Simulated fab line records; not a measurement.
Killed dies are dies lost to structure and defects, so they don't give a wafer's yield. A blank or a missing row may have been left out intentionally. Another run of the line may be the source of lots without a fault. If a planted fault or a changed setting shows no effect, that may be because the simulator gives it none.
fab line records	flow n5Finfet	part 1 of 2: steps 1 to 4 of 6
record: lots: 23	wafers: 69	lastDay: 17
route steps=1938 shown HKMG_FIN@447 MOL_CONTACT_COAG@527
lots untouched by any fault: they come from a run of this same line in which no faults occurred
startH: start of the lot's first displayed wafer, in hours after the record's first day	waitH: time in hours since the lot's previous step	" the same as in the row above	L1.1+2: a row that stands for several wafers	- value missing, or start not given	* or withheld: withheld	< > ~ a bound
route shown NAME@n: names a module that has steps shown in the file, with the first one's number in the route	usual: the fault-free wafers' mean and standard deviation	same: alike in all rows	chamber/n: place in a boat	sites: readings site by site	_std_site: the standard deviation of these	_edge_site: the outer-site mean with the inner-site mean subtracted	radiusMm: how far each site lies from the wafer's centre	mask NAME#n: copy n	behind: tool/chamber where the wafer was last shaped	hold: reason for holding the lot/hours on hold/outcome of the hold	device: the transistor (n, p or np) that didn't switch	end of line: the same wafers' tests at the end of the route	step lacking rows: just its recipe	killed: dies lost to structure and defects at the first sort, not the wafer's yield	map: the dies of a wafer, with x for killed, . for not killed, _ for no die there
set.NAME: the setting the step ran with; set.NAME@STEP: the setting that earlier step ran with	model.NAME: the simulator's own value behind a step, which no gauge read
a sample of lots followed through the steps of the route, with each step as a table and each wafer as a row
services: from which hour (startH, from the record's first day; less than 0 if before it) a tool's chamber was out of use, for how many hours, and why
== steps ==
step: N5_HKMG_FIN_STRIP_88
recipe: chemistry: N2/H2	powerW: 2500	tempC: 300	h2Frac: 0.65	timeS: 360	pressureMtorr: withheld	n2FlowSccm: 1750	h2FlowSccm: 3250
usual: drypumpMotorCurrentA: 5.8/0.52	heaterPowerW: 490/13
lot.wafer	tool	chamber	startH	waitH	drypumpMotorCurrentA	heaterPowerW	rfHoursCounterH
L074.2	plasmaAsher-01	1	75.86	0.0	6.0	474	89
L074.3	"	0	"	"	6.4	479	-
L074.5	"	0	"	"	6.5	475	-
L075.2	plasmaAsher-01	0	80.20	0.0	6.5	480	90
L075.3	"	1	"	"	6.0	495	-
L075.4	"	0	"	"	6.5	472	-
L076.1	plasmaAsher-01	1	88.90	0.0	6.0	495	91
L076.2	"	0	"	"	6.5	483	91
L076.5	"	1	"	"	6.0	496	-
L077.1	plasmaAsher-01	0	94.33	0.0	6.4	486	92
L077.2	"	1	"	"	6.0	495	92
L077.3	"	0	"	"	6.4	480	-
L078.2	plasmaAsher-01	0	99.89	0.0	6.4	467	93
L078.3	"	1	"	"	6.0	479	-
L078.6	"	0	"	"	6.4	481	-
L079.1	plasmaAsher-01	0	105.24	0.0	6.4	476	95
L079.4	"	1	"	"	6.0	488	-
L079.5	"	1	"	"	6.0	500	-
L080.2	plasmaAsher-01	1	112.60	0.0	6.0	485	96
L080.3	"	1	"	"	6.0	495	-
L080.6	"	1	"	"	6.0	492	-
L081.1	plasmaAsher-01	1	118.61	0.0	6.0	488	97
L081.3	"	1	"	"	6.0	480	-
L081.6	"	0	"	"	6.4	473	-
L082.2	plasmaAsher-02	0	122.78	0.0	5.2	504	45
L082.3	"	1	"	"	5.2	505	-
L082.5	"	1	"	"	5.2	501	-
L083.1	plasmaAsher-02	0	128.96	0.0	5.2	491	45
L083.2	"	1	"	"	5.2	499	45
L083.6	"	1	"	"	5.2	507	-
L084.2	plasmaAsher-01	0	138.37	0.0	6.4	476	100
L084.3	"	0	"	"	6.4	461	-
L084.6	"	1	"	"	6.0	495	-
L085.1	plasmaAsher-02	1	142.23	0.0	5.2	516	48
L085.2	"	0	"	"	5.3	495	48
L085.3	"	1	"	"	5.2	490	-
L086.3	plasmaAsher-01	1	152.30	0.2	6.0	482	-
L086.5	"	0	"	"	6.4	478	-
L086.6	"	1	"	"	6.0	481	-
L087.3	plasmaAsher-01	1	157.40	0.1	6.0	496	-
L087.4	"	0	"	"	6.5	473	-
L087.5	"	1	"	"	6.0	483	-
L088.1	plasmaAsher-02	1	160.06	0.0	5.2	509	50
L088.4	"	1	"	"	5.2	510	-
L088.5	"	1	"	"	5.2	502	-
L089.1	plasmaAsher-02	0	166.61	0.0	5.2	498	52
L089.2	"	1	"	"	5.2	498	52
L089.6	"	0	"	"	5.3	501	-
L090.3	plasmaAsher-02	1	170.87	0.1	5.2	513	-
L090.4	"	0	"	"	5.2	500	-
L090.5	"	0	"	"	5.2	495	-
L091.2	plasmaAsher-02	1	177.60	0.0	5.2	516	54
L091.3	"	0	"	"	5.2	503	-
L091.6	"	1	"	"	5.2	501	-
L093.1	plasmaAsher-02	1	190.96	0.0	5.2	503	57
L093.2	"	0	"	"	5.2	494	57
L093.5	"	1	"	"	5.2	500	-
L094.1	plasmaAsher-01	0	194.58	0.0	6.4	457	113
L094.2	"	1	"	"	6.0	483	113
L094.4	"	1	"	"	6.0	499	-
L095.1	plasmaAsher-02	1	201.69	0.0	5.2	517	59
L095.3	"	0	"	"	5.3	492	-
L095.6	"	0	"	"	5.3	501	-
L096.2	plasmaAsher-02	1	208.41	0.0	5.2	503	61
L096.5	"	0	"	"	5.2	501	-
L096.6	"	1	"	"	5.2	517	-
L097.1	plasmaAsher-01	1	214.64	0.0	6.0	493	116
L097.4	"	1	"	"	6.0	486	-
L097.6	"	1	"	"	6.0	484	-
step: N5_HKMG_FIN_ETCHBACK_68
recipe: chemistry: Cl2/Ar	stopOn: HfO2	targetDepthA: 5	pressureMtorr: 10	icpW: 600	biasW: 60	Cl2_flow_sccm: 40	Ar_flow_sccm: 60
usual: biasW: 60.01/0.17	drypumpMotorCurrentA: 5.8/0.32	heBacksideLeakSccm: 3.48/0.23	mfcArSccm: 60.02/0.17	oesProductAu: 0.69/0.12	throttleValvePct: 20.8/0.35
lot.wafer	tool	chamber	startH	waitH	biasW	drypumpMotorCurrentA	heBacksideLeakSccm	mfcArSccm	oesProductAu	rfHoursCounterH	throttleValvePct
L074.2	rieMetal-03	1	76.95	0.0	60.16	5.6	3.52	60.00	0.67	94	20.8
L074.3	"	0	"	"	59.66	5.6	3.64	60.14	0.67	-	20.7
L074.5	"	1	"	"	59.96	5.6	3.72	59.99	0.67	-	20.8
L075.2	rieMetal-01	1	81.24	0.0	59.90	5.6	3.55	60.04	0.58	139	21.2
L075.3	"	0	"	"	59.64	6.6	3.07	60.05	0.62	-	20.9
L075.4	"	1	"	"	59.87	5.5	4.04	59.92	0.58	-	21.3
L076.1	rieMetal-02	1	90.05	0.0	60.18	5.5	3.32	59.91	0.61	125	21.2
L076.2	"	1	"	"	60.38	5.5	3.27	59.81	0.61	-	21.1
L076.5	"	1	"	"	60.01	5.5	3.36	60.03	0.61	-	21.2
L077.1	rieMetal-01	0	95.37	0.0	59.83	6.5	3.23	60.09	0.62	121	20.9
L077.2	"	1	"	"	60.01	5.6	3.51	59.78	0.58	141	21.2
L077.3	"	0	"	"	59.93	6.5	3.30	60.32	0.61	-	20.9
L078.2	rieMetal-01	0	100.93	0.0	60.22	6.5	3.22	59.84	0.61	121	20.9
L078.3	"	0	"	"	60.17	6.5	3.36	60.04	0.62	-	20.9
L078.6	"	0	"	"	60.15	6.6	3.22	60.04	0.61	-	20.9
L079.1	rieMetal-02	0	106.28	0.0	60.10	5.9	3.38	60.00	0.97	1	20.1
L079.4	"	1	"	"	60.04	5.5	3.33	59.89	0.60	-	21.2
L079.5	"	1	"	"	59.97	5.5	3.23	59.86	0.60	-	21.2
L080.2	rieMetal-02	0	113.69	0.0	60.20	5.9	3.38	59.58	0.97	1	20.1
L080.3	"	0	"	"	60.15	5.9	3.47	59.93	0.97	-	20.1
L080.6	"	0	"	"	60.24	5.8	3.25	59.85	0.97	-	20.1
L081.1	rieMetal-03	1	119.65	0.0	60.24	5.6	3.57	60.18	0.66	97	20.8
L081.3	"	0	"	"	60.30	5.6	3.65	60.39	0.66	-	20.7
L081.6	"	1	"	"	60.17	5.6	3.69	60.10	0.66	-	20.8
L082.2	rieMetal-03	1	123.82	0.0	59.94	5.6	3.56	59.98	0.66	98	20.8
L082.3	"	1	"	"	60.13	5.6	3.48	60.23	0.66	-	20.8
L082.5	"	0	"	"	59.86	5.7	3.68	59.85	0.67	-	20.7
L083.1	rieMetal-01	1	130.00	0.0	59.92	5.6	3.40	59.99	0.56	144	21.3
L083.2	"	0	"	"	60.09	6.5	3.40	60.15	0.61	124	20.9
L083.6	"	1	"	"	60.28	5.6	3.43	60.19	0.57	-	21.2
L084.2	rieMetal-01	0	139.45	0.1	60.28	6.5	3.29	60.00	0.61	-	20.9
L084.3	"	0	"	"	59.95	6.5	3.15	60.02	0.61	-	20.9
L084.6	"	0	"	"	60.27	6.5	3.33	60.10	0.61	-	20.9
L085.1	rieMetal-02	1	143.28	0.0	59.99	5.5	3.30	59.82	0.60	129	21.2
L085.2	"	0	"	"	60.26	5.9	3.35	60.08	0.92	6	20.1
L085.3	"	1	"	"	59.96	5.5	3.43	59.92	0.60	-	21.2
L086.3	rieMetal-03	1	153.26	0.1	60.00	5.6	3.70	59.86	0.66	-	20.9
L086.5	"	0	"	"	60.23	5.6	3.69	60.12	0.66	-	20.7
L086.6	"	1	"	"	60.10	5.6	3.83	59.66	0.66	-	20.9
L087.3	rieMetal-03	1	158.36	0.1	59.93	5.6	3.74	60.28	0.57	-	21.0
L087.4	"	0	"	"	60.01	5.7	3.43	59.87	0.66	-	20.7
L087.5	"	0	"	"	59.96	5.7	3.55	60.26	0.59	-	20.8
L088.1	rieMetal-02	1	161.21	0.0	60.04	5.5	3.24	60.00	0.60	130	21.2
L088.4	"	0	"	"	60.30	5.8	3.37	60.25	0.92	-	20.1
L088.5	"	0	"	"	59.94	5.9	5.03	60.25	0.92	-	20.1
L089.1	rieMetal-03	1	167.66	0.0	60.01	5.6	3.56	59.93	0.65	101	20.9
L089.2	"	0	"	"	59.99	5.7	3.56	60.06	0.66	99	20.7
L089.6	"	1	"	"	59.81	5.6	3.75	59.99	0.66	-	20.9
L090.3	rieMetal-02	1	171.89	0.1	60.03	5.5	3.22	60.09	0.61	-	21.2
L090.4	"	0	"	"	59.67	5.9	3.34	59.77	0.92	-	20.1
L090.5	"	1	"	"	59.73	5.5	3.24	60.07	0.61	-	21.2
L091.2	rieMetal-03	0	178.64	0.0	59.89	5.6	3.54	60.04	0.66	100	20.7
L091.3	"	1	"	"	59.88	5.6	3.73	60.15	0.65	-	20.9
L091.6	"	1	"	"	60.04	5.6	3.72	60.15	0.65	-	20.9
L093.1	rieMetal-03	0	192.01	0.0	59.85	5.6	3.69	59.92	0.66	102	20.8
L093.2	"	1	"	"	60.06	5.6	3.82	59.98	0.65	104	20.9
L093.5	"	1	"	"	60.46	5.6	3.67	59.91	0.65	-	20.9
L094.1	rieMetal-02	1	195.66	0.0	60.05	5.5	3.43	59.91	0.60	133	21.2
L094.2	"	0	"	"	59.97	5.9	3.41	59.88	0.89	10	20.2
L094.4	"	1	"	"	60.00	5.5	3.42	60.06	0.59	-	21.2
L095.1	rieMetal-02	0	202.92	0.0	59.96	5.9	3.45	60.01	0.88	11	20.1
L095.3	"	0	"	"	59.73	5.9	3.44	59.76	0.89	-	20.2
L095.6	"	0	"	"	59.97	5.9	3.43	59.89	0.89	-	20.2
L096.2	rieMetal-03	0	209.45	0.0	60.31	5.7	3.35	60.10	0.65	103	20.8
L096.5	"	0	"	"	60.06	5.7	3.42	59.99	0.65	-	20.7
L096.6	"	1	"	"	60.21	5.6	3.67	59.84	0.54	-	21.0
L097.1	rieMetal-02	1	215.68	0.0	59.92	5.5	3.04	59.85	0.97	0	20.7
L097.4	"	0	"	"	59.82	5.9	3.44	59.83	0.88	-	20.2
L097.6	"	0	"	"	60.04	5.9	3.63	60.04	0.88	-	20.2
step: N5_HKMG_FIN_CMP_23
recipe: stopOn: SiNx	tOverpolishS: 10	postCmpClean: rinseOnly	downForcePsi: 4	platenRpm: 50.289	padVelocityMS: 1.0006	targetThkNm: 46.326
usual: motorCurrentA: 12.0/1.4	overpolishRunS: 10.001/0.0088	timeToEndpointS: 11.6/2.4
lot.wafer	tool	chamber	startH	waitH	motorCurrentA	overpolishRunS	timeToEndpointS
L074.2	cmp-04	0	78.00	0.0	11.5	10.008	10.5
L074.3	"	2	"	"	11.8	10.006	13.6
L074.5	"	1	"	"	12.3	9.987	7.6
L075.4	cmp-04	2	82.30	0.0	11.6	9.992	12.7
L075.3	"	3	"	"	10.0	10.025	12.1
L075.2	"	0	"	"	10.8	9.994	13.6
L076.2	cmp-04	1	91.41	0.2	11.8	9.993	6.7
L076.1	"	2	"	"	11.9	10.004	8.7
L076.5	"	3	"	"	9.6	9.993	8.7
L077.1	cmp-04	1	96.43	0.0	12.4	9.997	6.8
L077.2	"	3	"	"	9.6	10.002	10.9
L077.3	"	0	"	"	11.2	10.011	8.1
L078.2	cmp-01	1	101.99	0.0	12.2	9.990	15.1
L078.3	"	2	"	"	12.3	9.995	10.3
L078.6	"	2	"	"	12.9	9.993	8.6
L079.4	cmp-03	3	107.42	0.1	14.3	10.006	13.5
L079.1	"	1	"	"	13.7	10.007	16.0
L079.5	"	3	"	"	14.4	10.011	13.9
L080.3	cmp-03	0	114.76	0.0	11.7	10.011	8.7
L080.2	"	2	"	"	13.4	10.014	5.6
L080.6	"	0	"	"	12.6	10.009	8.1
L081.3	cmp-04	2	120.79	0.1	11.5	10.006	12.7
L081.1	"	0	"	"	11.2	9.987	12.9
L081.6	"	2	"	"	11.5	9.993	13.7
L082.2	cmp-01	3	124.88	0.0	11.3	10.012	14.6
L082.3	"	1	"	"	11.2	9.995	14.3
L082.5	"	0	"	"	10.8	10.006	9.8
L083.1	cmp-01	3	131.14	0.1	11.1	10.011	15.9
L083.2	"	0	"	"	10.8	9.995	10.9
L083.6	"	2	"	"	12.4	9.996	12.4
L084.2	cmp-01	0	140.59	0.0	10.9	10.001	14.1
L084.3	"	3	"	"	12.2	9.999	14.4
L084.6	"	1	"	"	11.4	10.013	15.9
L085.3	cmp-03	1	144.41	0.1	14.0	10.013	13.2
L085.1	"	2	"	"	13.9	10.005	8.7
L085.2	"	3	"	"	14.2	9.983	11.8
L086.3	cmp-04	0	154.64	0.1	11.0	10.017	9.0
L086.6	"	3	"	"	9.1	9.990	7.4
L086.5	"	0	"	"	10.7	9.999	10.3
L087.3	cmp-03	0	159.38	0.0	12.4	10.011	11.3
L087.4	"	2	"	"	13.9	9.999	8.9
L087.5	"	1	"	"	14.1	9.994	14.6
L088.4	cmp-03	0	162.34	0.1	11.5	9.999	11.1
L088.1	"	2	"	"	13.7	10.006	7.5
L088.5	"	0	"	"	12.0	10.013	11.6
L089.2	cmp-01	3	168.87	0.2	11.3	9.997	12.6
L089.1	"	0	"	"	10.6	10.015	11.6
L089.6	"	2	"	"	12.2	9.999	9.6
L090.4	cmp-04	2	172.91	0.0	11.6	9.982	13.1
L090.3	"	1	"	"	11.0	10.009	11.9
L090.5	"	3	"	"	10.1	9.995	12.8
L091.2	cmp-01	3	179.70	0.0	11.6	10.007	16.6
L091.3	"	0	"	"	11.1	9.997	11.7
L091.6	"	0	"	"	11.0	10.007	13.0
L093.1	cmp-04	2	193.20	0.1	11.7	10.000	12.0
L093.2	"	0	"	"	11.1	10.007	12.5
L093.5	"	1	"	"	11.1	10.000	7.2
L094.1	cmp-03	2	196.71	0.0	13.8	10.004	9.1
L094.2	"	3	"	"	13.5	9.995	12.2
L094.4	"	0	"	"	12.4	10.005	10.5
L095.3	cmp-03	0	204.17	0.1	11.6	9.984	12.4
L095.1	"	2	"	"	13.5	10.014	8.9
L095.6	"	3	"	"	14.3	10.004	9.4
L096.2	cmp-01	1	210.51	0.0	11.4	9.999	14.8
L096.5	"	1	"	"	11.3	10.000	14.6
L096.6	"	2	"	"	11.9	10.008	10.1
L097.4	cmp-04	2	216.73	0.0	11.1	9.995	11.2
L097.1	"	1	"	"	11.0	9.998	13.2
L097.6	"	3	"	"	9.6	10.007	9.7
step: N5_MOL_CONTACT_COAG_OVL_MEAS_09
recipe: pointsPerWafer: 522
usual: CA_OVL: 0.2/0.64
lot.wafer	tool	chamber	startH	waitH	CA_OVL[nm]
L074.2	overlay-02	0	86.43	0.0	0.8
L074.3	"	0	"	"	0.4
L074.5	"	0	"	"	1.1
L075.2	overlay-02	0	91.02	0.0	0.1
L075.3	"	0	"	"	-0.3
L075.4	"	0	"	"	0.6
L076.1	overlay-01	0	100.75	0.0	-0.5
L076.2	"	0	"	"	-0.2
L076.5	"	0	"	"	-1.0
L077.1	overlay-01	0	108.38	0.0	-0.3
L077.2	"	0	"	"	0.0
L077.3	"	0	"	"	0.4
L078.2	overlay-02	0	110.27	0.0	0.3
L078.3	"	0	"	"	0.4
L078.6	"	0	"	"	-0.4
L079.1	overlay-02	0	116.08	0.0	0.2
L079.4	"	0	"	"	0.7
L079.5	"	0	"	"	0.7
L080.2	overlay-01	0	125.36	0.0	0.3
L080.3	"	0	"	"	0.8
L080.6	"	0	"	"	0.8
L081.1	overlay-01	0	128.95	0.0	1.3
L081.3	"	0	"	"	0.5
L081.6	"	0	"	"	0.5
L082.2	overlay-01	0	133.72	0.0	1.0
L082.3	"	0	"	"	0.6
L082.5	"	0	"	"	0.2
L083.1	overlay-01	0	139.83	0.0	0.8
L083.2	"	0	"	"	0.6
L083.6	"	0	"	"	1.1
L084.2	overlay-01	0	149.91	0.0	0.3
L084.3	"	0	"	"	0.1
L084.6	"	0	"	"	1.0
L085.1	overlay-02	0	153.54	0.0	0.1
L085.2	"	0	"	"	-0.4
L085.3	"	0	"	"	-0.7
L086.3	overlay-01	0	163.11	0.0	0.3
L086.5	"	0	"	"	-0.2
L086.6	"	0	"	"	0.5
L087.3	overlay-02	0	167.89	0.0	-0.3
L087.4	"	0	"	"	-0.6
L087.5	"	0	"	"	0.1
L088.1	overlay-01	0	170.86	0.0	1.4
L088.4	"	0	"	"	-0.1
L088.5	"	0	"	"	1.1
L089.1	overlay-02	0	177.26	0.0	0.2
L089.2	"	0	"	"	-0.4
L089.6	"	0	"	"	-0.9
L090.3	overlay-01	0	182.75	0.0	0.2
L090.4	"	0	"	"	-0.3
L090.5	"	0	"	"	0.4
L091.2	overlay-01	0	189.49	0.0	-0.2
L091.3	"	0	"	"	0.6
L091.6	"	0	"	"	-0.5
L093.1	overlay-02	0	201.94	0.0	-0.4
L093.2	"	0	"	"	-0.3
L093.5	"	0	"	"	-0.2
L094.1	overlay-01	0	205.01	0.0	0.2
L094.2	"	0	"	"	0.2
L094.4	"	0	"	"	0.3
L095.1	overlay-02	0	212.65	0.0	0.0
L095.3	"	0	"	"	-0.2
L095.6	"	0	"	"	0.5
L096.2	overlay-02	0	219.42	0.0	-1.0
L096.5	"	0	"	"	-0.8
L096.6	"	0	"	"	0.1
L097.1	overlay-01	0	225.39	0.0	0.6
L097.4	"	0	"	"	0.4
L097.6	"	0	"	"	1.1
